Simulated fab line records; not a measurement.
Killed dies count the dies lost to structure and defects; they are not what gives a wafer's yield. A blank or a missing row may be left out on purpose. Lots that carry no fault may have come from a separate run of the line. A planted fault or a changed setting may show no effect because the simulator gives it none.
The tool behind it: which one? | flow n5-finfet | Sampling: 24 lots, 72 wafers, 6 of 1938 route steps

== WHAT EACH GAUGE READ, for each wafer ==
N5_DUMMY_GATE_INSPECT_27: inspects for defects (brightfield).
lot  | measured    | on                | raw-defect-count
L074 | day 3 04:59 | defect-inspect-02 | 304 513 396
L075 | day 3 07:25 | defect-inspect-02 | 328 403 376
L076 | day 3 13:06 | defect-inspect-02 | 190 297 315
L077 | day 3 18:07 | defect-inspect-02 | 365 338 374
L078 | day 4 00:43 | defect-inspect-02 | 267 268 208
L079 | day 4 06:37 | defect-inspect-02 | 219 329 219
L080 | day 4 11:05 | defect-inspect-01 | 474 254 411
L081 | day 4 17:22 | defect-inspect-02 | 379 320 418
L082 | day 4 23:11 | defect-inspect-01 | 383 279 387
L083 | day 5 14:17 | defect-inspect-02 | 358 471 291
L084 | day 5 17:04 | defect-inspect-02 | 296 308 324
L087 | day 6 11:45 | defect-inspect-01 | 402 281 307
L085 | day 6 12:20 | defect-inspect-01 | 454 368 381
L086 | day 6 18:04 | defect-inspect-02 | 244 181 216
L088 | day 7 00:18 | defect-inspect-02 | 391 342 279
L089 | day 7 04:17 | defect-inspect-02 | 265 217 230
L091 | day 7 08:49 | defect-inspect-02 | 251 323 286
L090 | day 7 08:58 | defect-inspect-02 | 308 330 329
L092 | day 7 16:16 | defect-inspect-01 | 273 249 202
L093 | day 7 17:44 | defect-inspect-02 | 351 331 278
L094 | day 8 00:07 | defect-inspect-02 | 244 260 172
L095 | day 8 05:01 | defect-inspect-01 | 245 248 276
L096 | day 8 10:40 | defect-inspect-01 | 425 248 285
L097 | day 8 19:17 | defect-inspect-02 | 297 335 297

N5_ILD0_INSPECT_06: inspects for defects (darkfield).
lot  | measured    | on                | raw-defect-count
L074 | day 4 02:16 | defect-inspect-01 | 15 29 14
L075 | day 4 00:51 | defect-inspect-01 | 55 79 82
L076 | day 4 07:16 | defect-inspect-02 | 53 43 46
L077 | day 4 17:28 | defect-inspect-01 | 22 17 26
L078 | day 4 19:44 | defect-inspect-02 | 47 31 17
L079 | day 5 01:56 | defect-inspect-02 | 36 30 22
L080 | day 5 06:28 | defect-inspect-02 | 32 32 50
L081 | day 5 19:01 | defect-inspect-02 | 41 55 31
L082 | day 5 23:14 | defect-inspect-02 | 33 47 24
L083 | day 6 08:01 | defect-inspect-01 | 38 43 15
L084 | day 6 11:57 | defect-inspect-01 | 43 45 71
L087 | day 7 04:35 | defect-inspect-01 | 40 34 37
L085 | day 7 07:10 | defect-inspect-02 | 28 26 31
L086 | day 7 10:33 | defect-inspect-01 | 13 34 21
L088 | day 7 18:28 | defect-inspect-02 | 27 14 44
L089 | day 7 22:01 | defect-inspect-02 | 36 47 62
L091 | day 8 04:04 | defect-inspect-01 | 33 24 53
L090 | day 8 04:16 | defect-inspect-01 | 47 42 46
L092 | day 8 09:53 | defect-inspect-02 | 43 39 59
L093 | day 8 11:37 | defect-inspect-02 | 57 73 45
L094 | day 8 19:40 | defect-inspect-02 | 16 22 9
L095 | day 8 22:44 | defect-inspect-02 | 46 48 44
L096 | day 9 04:09 | defect-inspect-02 | 24 28 36
L097 | day 9 15:50 | defect-inspect-02 | 34 31 66

N5_SDB_INSPECT_36: inspects for defects (darkfield).
lot  | measured    | on                | raw-defect-count
L074 | day 4 06:41 | defect-inspect-01 | 18 36 51
L075 | day 4 05:17 | defect-inspect-01 | 35 30 59
L076 | day 4 12:04 | defect-inspect-01 | 20 23 20
L077 | day 5 00:46 | defect-inspect-01 | 47 35 36
L078 | day 5 04:56 | defect-inspect-02 | 44 43 52
L079 | day 5 08:44 | defect-inspect-02 | 26 36 30
L080 | day 5 11:45 | defect-inspect-01 | 42 46 40
L081 | day 5 23:28 | defect-inspect-01 | 35 38 45
L082 | day 6 03:43 | defect-inspect-01 | 44 18 30
L083 | day 6 12:29 | defect-inspect-01 | 68 40 46
L084 | day 6 16:32 | defect-inspect-02 | 28 70 47
L087 | day 7 08:53 | defect-inspect-02 | 28 21 31
L085 | day 7 11:55 | defect-inspect-01 | 32 42 43
L086 | day 7 14:57 | defect-inspect-01 | 21 26 25
L088 | day 8 00:10 | defect-inspect-01 | 49 31 43
L089 | day 8 02:34 | defect-inspect-01 | 56 27 62
L091 | day 8 08:50 | defect-inspect-02 | 32 27 26
L090 | day 8 08:57 | defect-inspect-02 | 38 22 68
L092 | day 8 14:30 | defect-inspect-02 | 23 21 26
L093 | day 8 16:03 | defect-inspect-02 | 48 20 29
L094 | day 9 01:36 | defect-inspect-01 | 40 67 27
L095 | day 9 03:04 | defect-inspect-02 | 54 58 45
L096 | day 9 10:30 | defect-inspect-02 | 18 20 21
L097 | day 9 20:39 | defect-inspect-01 | 56 50 48

== WHAT TOOL EACH LOT RAN ON (gives the tool, then ch and the chambers of the sampled wafers, and finally the start) ==
lot  | N5_DUMMY_GATE_ETCH_29             | N5_SD_EPI_N_ETCH_35               | N5_SD_ACTIVATION_RTA_00
L074 | rie-diel-02 ch 1,2,3, day 3 03:53 | rie-diel-05 ch 0,1,3, day 3 06:14 | rtp-anneal-01 ch 0, day 3 18:40
L075 | rie-diel-02 ch 1,2, day 3 06:20   | rie-diel-03 ch 2,3, day 3 08:44   | rtp-anneal-02 ch 0, day 3 17:41
L076 | rie-diel-02 ch 1,2,3, day 3 12:00 | rie-diel-04 ch 0,2,3, day 3 14:10 | rtp-anneal-01 ch 0, day 3 22:46
L077 | rie-diel-02 ch 2,3, day 3 17:01   | rie-diel-04 ch 1,2, day 3 19:28   | rtp-anneal-01 ch 0, day 4 10:29
L078 | rie-diel-06 ch 0,2,3, day 3 23:31 | rie-diel-04 ch 1,2, day 4 01:58   | rtp-anneal-01 ch 0, day 4 10:49
L079 | rie-diel-02 ch 1,2, day 4 05:30   | rie-diel-03 ch 0,3, day 4 07:51   | rtp-anneal-02 ch 0, day 4 16:04
L080 | rie-diel-01 ch 0,1,2, day 4 10:00 | rie-diel-05 ch 1,2,3, day 4 12:09 | rtp-anneal-02 ch 0, day 4 21:35
L081 | rie-diel-01 ch 0,2,3, day 4 16:17 | rie-diel-05 ch 0,1, day 4 21:57   | rtp-anneal-01 ch 0, day 5 10:47
L082 | rie-diel-01 ch 0,2,3, day 4 21:02 | rie-diel-05 ch 0,1,2, day 5 05:54 | rtp-anneal-02 ch 0, day 5 14:17
L083 | rie-diel-06 ch 0,2,3, day 5 13:09 | rie-diel-05 ch 1,2,3, day 5 15:26 | rtp-anneal-01 ch 0, day 6 00:35
L084 | rie-diel-01 ch 0,1,2, day 5 15:58 | rie-diel-04 ch 1,2, day 5 19:14   | rtp-anneal-01 ch 0, day 6 05:00
L087 | rie-diel-02 ch 1,2,3, day 6 10:28 | rie-diel-03 ch 0,1, day 6 13:19   | rtp-anneal-01 ch 0, day 6 21:39
L085 | rie-diel-01 ch 0,2,3, day 6 11:07 | rie-diel-04 ch 0,2,3, day 6 14:31 | rtp-anneal-01 ch 0, day 7 00:01
L086 | rie-diel-02 ch 1,3, day 6 16:59   | rie-diel-05 ch 0,2, day 6 19:07   | rtp-anneal-01 ch 0, day 7 03:17
L088 | rie-diel-01 ch 1,2, day 6 23:09   | rie-diel-04 ch 0,2,3, day 7 01:29 | rtp-anneal-01 ch 0, day 7 10:23
L089 | rie-diel-01 ch 0,1, day 7 03:02   | rie-diel-03 ch 0,2,3, day 7 05:31 | rtp-anneal-02 ch 0, day 7 15:05
L091 | rie-diel-02 ch 1,2,3, day 7 07:28 | rie-diel-05 ch 2,3, day 7 10:02   | rtp-anneal-01 ch 0, day 7 19:09
L090 | rie-diel-06 ch 1,2,3, day 7 07:32 | rie-diel-03 ch 0,2,3, day 7 10:13 | rtp-anneal-01 ch 0, day 7 19:38
L092 | rie-diel-02 ch 0,2,3, day 7 15:11 | rie-diel-03 ch 0,2,3, day 7 17:32 | rtp-anneal-01 ch 0, day 8 02:40
L093 | rie-diel-02 ch 0,1,2, day 7 16:32 | rie-diel-04 ch 0,1,2, day 7 18:55 | rtp-anneal-01 ch 0, day 8 04:37
L094 | rie-diel-02 ch 0,1,2, day 7 23:01 | rie-diel-03 ch 1,3, day 8 01:17   | rtp-anneal-01 ch 0, day 8 11:02
L095 | rie-diel-01 ch 0,1,2, day 8 03:55 | rie-diel-03 ch 2,3, day 8 06:04   | rtp-anneal-02 ch 0, day 8 15:26
L096 | rie-diel-01 ch 0,2,3, day 8 09:11 | rie-diel-05 ch 0,1,3, day 8 11:51 | rtp-anneal-01 ch 0, day 8 20:27
L097 | rie-diel-06 ch 0,3, day 8 18:07   | rie-diel-04 ch 0,1, day 8 21:56   | rtp-anneal-01 ch 0, day 9 08:01
- N5_DUMMY_GATE_ETCH_29: etches underlayer in N2/H2, target depth 13 nm.
- N5_SD_EPI_N_ETCH_35: etches SOC in N2/H2, overetch 108 nm, time 486 s.
- N5_SD_ACTIVATION_RTA_00: time 0 s.

== AS READ BY THE TOOLS THEMSELVES (means over the sampled wafers that have a number; for cases with no such wafer, the mark the record gives instead) ==
N5_DUMMY_GATE_ETCH_29.
lot  | tool        | drypump-motor-current-A (A) | h2-flow-sccm (sccm) | oes-product-au (a.u.) | rf-vpp-V (V) | showerhead-plenum-p-Torr (Torr) | throttle-valve-pct (%)
L074 | rie-diel-02 | 5.77                        | 199.9               | 0.72                  | 524.0        | 2.54                            | 17.81
L075 | rie-diel-02 | 5.73                        | 199.7               | 0.72                  | 525.7        | 2.57                            | 17.65
L076 | rie-diel-02 | 5.75                        | 200.3               | 0.72                  | 524.5        | 2.54                            | 17.83
L077 | rie-diel-02 | 5.66                        | 199.9               | 0.71                  | 525.9        | 2.57                            | 17.83
L078 | rie-diel-06 | 5.08                        | 200.1               | 0.82                  | 524.6        | 2.55                            | 17.90
L079 | rie-diel-02 | 5.74                        | 200.3               | 0.71                  | 525.7        | 2.57                            | 17.65
L080 | rie-diel-01 | 5.56                        | 199.9               | 0.81                  | 525.1        | 2.59                            | 18.02
L081 | rie-diel-01 | 5.45                        | 200.0               | 0.79                  | 523.7        | 2.54                            | 18.07
L082 | rie-diel-01 | 5.45                        | 200.4               | 0.79                  | 524.7        | 2.54                            | 18.06
L083 | rie-diel-06 | 5.09                        | 199.8               | 0.81                  | 523.7        | 2.55                            | 17.93
L084 | rie-diel-01 | 5.55                        | 199.4               | 0.80                  | 526.4        | 2.59                            | 18.03
L087 | rie-diel-02 | 5.79                        | 199.7               | 0.71                  | 523.9        | 2.53                            | 17.84
L085 | rie-diel-01 | 5.44                        | 199.8               | 0.78                  | 523.4        | 2.54                            | 18.10
L086 | rie-diel-02 | 5.80                        | 200.1               | 0.71                  | 523.2        | 2.51                            | 18.04
L088 | rie-diel-01 | 5.75                        | 201.0               | 0.74                  | 524.4        | 2.56                            | 18.20
L089 | rie-diel-01 | 5.44                        | 200.1               | 0.80                  | 525.9        | 2.62                            | 17.92
L091 | rie-diel-02 | 5.76                        | 199.4               | 0.71                  | 522.6        | 2.53                            | 17.87
L090 | rie-diel-06 | 5.31                        | 199.9               | 0.77                  | 523.8        | 2.53                            | 18.06
L092 | rie-diel-02 | 5.72                        | 200.1               | 0.76                  | 524.7        | 2.55                            | 17.80
L093 | rie-diel-02 | 5.78                        | 199.7               | 0.76                  | 525.1        | 2.55                            | 17.64
L094 | rie-diel-02 | 5.78                        | 199.7               | 0.75                  | 524.7        | 2.55                            | 17.63
L095 | rie-diel-01 | 5.55                        | 200.1               | 0.78                  | 524.9        | 2.58                            | 18.06
L096 | rie-diel-01 | 5.45                        | 200.1               | 0.76                  | 524.3        | 2.53                            | 18.12
L097 | rie-diel-06 | 5.04                        | 199.8               | 0.73                  | 521.6        | 2.48                            | 18.13

N5_SD_EPI_N_ETCH_35.
lot  | tool        | drypump-motor-current-A (A) | h2-flow-sccm (sccm) | oes-product-au (a.u.) | rf-vpp-V (V) | showerhead-plenum-p-Torr (Torr) | throttle-valve-pct (%)
L074 | rie-diel-05 | 5.7                         | 199.9               | 0.65                  | 240.4        | 2.54                            | 24.0
L075 | rie-diel-03 | 5.4                         | 200.4               | 0.64                  | 241.5        | 2.62                            | 24.0
L076 | rie-diel-04 | 5.5                         | 200.1               | 0.70                  | 241.8        | 2.57                            | 23.9
L077 | rie-diel-04 | 5.4                         | 200.5               | 0.77                  | 239.6        | 2.52                            | 24.3
L078 | rie-diel-04 | 5.4                         | 200.3               | 0.77                  | 241.6        | 2.52                            | 24.3
L079 | rie-diel-03 | 5.7                         | 199.6               | 0.62                  | 240.3        | 2.55                            | 24.0
L080 | rie-diel-05 | 5.5                         | 199.7               | 0.66                  | 241.0        | 2.58                            | 24.2
L081 | rie-diel-05 | 5.7                         | 200.6               | 0.65                  | 239.9        | 2.50                            | 24.0
L082 | rie-diel-05 | 5.5                         | 199.6               | 0.66                  | 240.6        | 2.55                            | 24.1
L083 | rie-diel-05 | 5.5                         | 199.2               | 0.66                  | 241.6        | 2.58                            | 24.2
L084 | rie-diel-04 | 5.4                         | 199.7               | 0.83                  | 239.6        | 2.51                            | 24.2
L087 | rie-diel-03 | 6.1                         | 200.3               | 0.72                  | 240.8        | 2.56                            | 23.9
L085 | rie-diel-04 | 5.5                         | 199.9               | 0.74                  | 240.5        | 2.55                            | 23.9
L086 | rie-diel-05 | 5.5                         | 200.1               | 0.68                  | 240.6        | 2.53                            | 24.0
L088 | rie-diel-04 | 5.5                         | 199.2               | 0.74                  | 239.8        | 2.55                            | 23.8
L089 | rie-diel-03 | 5.6                         | 199.9               | 0.68                  | 241.2        | 2.58                            | 23.9
L091 | rie-diel-05 | 5.6                         | 199.7               | 0.66                  | 241.5        | 2.54                            | 24.0
L090 | rie-diel-03 | 5.5                         | 199.6               | 0.69                  | 240.0        | 2.57                            | 23.9
L092 | rie-diel-03 | 5.6                         | 200.3               | 0.68                  | 242.5        | 2.57                            | 23.9
L093 | rie-diel-04 | 5.2                         | 200.0               | 0.78                  | 240.3        | 2.52                            | 23.9
L094 | rie-diel-03 | 5.8                         | 199.8               | 0.79                  | 241.0        | 2.59                            | 24.1
L095 | rie-diel-03 | 5.4                         | 200.8               | 0.68                  | 242.5        | 2.60                            | 23.9
L096 | rie-diel-05 | 5.7                         | 199.7               | 0.70                  | 240.2        | 2.52                            | 24.0
L097 | rie-diel-04 | 5.1                         | 200.4               | 0.75                  | 240.6        | 2.52                            | 24.0

N5_SD_ACTIVATION_RTA_00.
lot  | tool          | lamp-power-pct (%) | wafer_temp_C_max
L074 | rtp-anneal-01 | 8.95               | 974.6
L075 | rtp-anneal-02 | 8.93               | 974.7
L076 | rtp-anneal-01 | 8.95               | 975.7
L077 | rtp-anneal-01 | 8.94               | 974.5
L078 | rtp-anneal-01 | 8.98               | 975.5
L079 | rtp-anneal-02 | 8.96               | 975.4
L080 | rtp-anneal-02 | 8.95               | 975.0
L081 | rtp-anneal-01 | 8.98               | 974.9
L082 | rtp-anneal-02 | 8.98               | 974.5
L083 | rtp-anneal-01 | 8.93               | 975.0
L084 | rtp-anneal-01 | 8.96               | 975.7
L087 | rtp-anneal-01 | 9.00               | 975.5
L085 | rtp-anneal-01 | 8.96               | 976.1
L086 | rtp-anneal-01 | 8.92               | 973.4
L088 | rtp-anneal-01 | 8.99               | 976.8
L089 | rtp-anneal-02 | 8.94               | 977.2
L091 | rtp-anneal-01 | 8.93               | 974.6
L090 | rtp-anneal-01 | 8.95               | 973.7
L092 | rtp-anneal-01 | 8.96               | 974.3
L093 | rtp-anneal-01 | 8.92               | 974.4
L094 | rtp-anneal-01 | 8.94               | 973.9
L095 | rtp-anneal-02 | 9.00               | 976.8
L096 | rtp-anneal-01 | 8.96               | 973.0
L097 | rtp-anneal-01 | 8.93               | 974.1

== THE ANSWER, worked out from the rows above alone ==
Rule: what is usual is taken from the lots themselves. Put in order of their means at a reading, lots are off if they are a third of the lots or fewer, leave a main group of 4 or more, and stand apart from it by a gap of 3 or more times the standard deviation of the main group's means; of several such gaps the widest counts. A main group whose means are all the same, to the digits that the tables above print for the reading, isn't used. A lot without any number at a reading at which 4 lots or more have one is off too. All remaining lots with rows at the step are treated as sound. First the gauges in route order, then the tools' own readings, where a lot's mean is used as printed above. The first step at which some lot is off is used, and at that step the reading that is off furthest; a lot without a number counts as furthest.
No lot is off at any reading shown: from this, nothing can be told.

== WHAT THE SIMULATOR PUT IN ==
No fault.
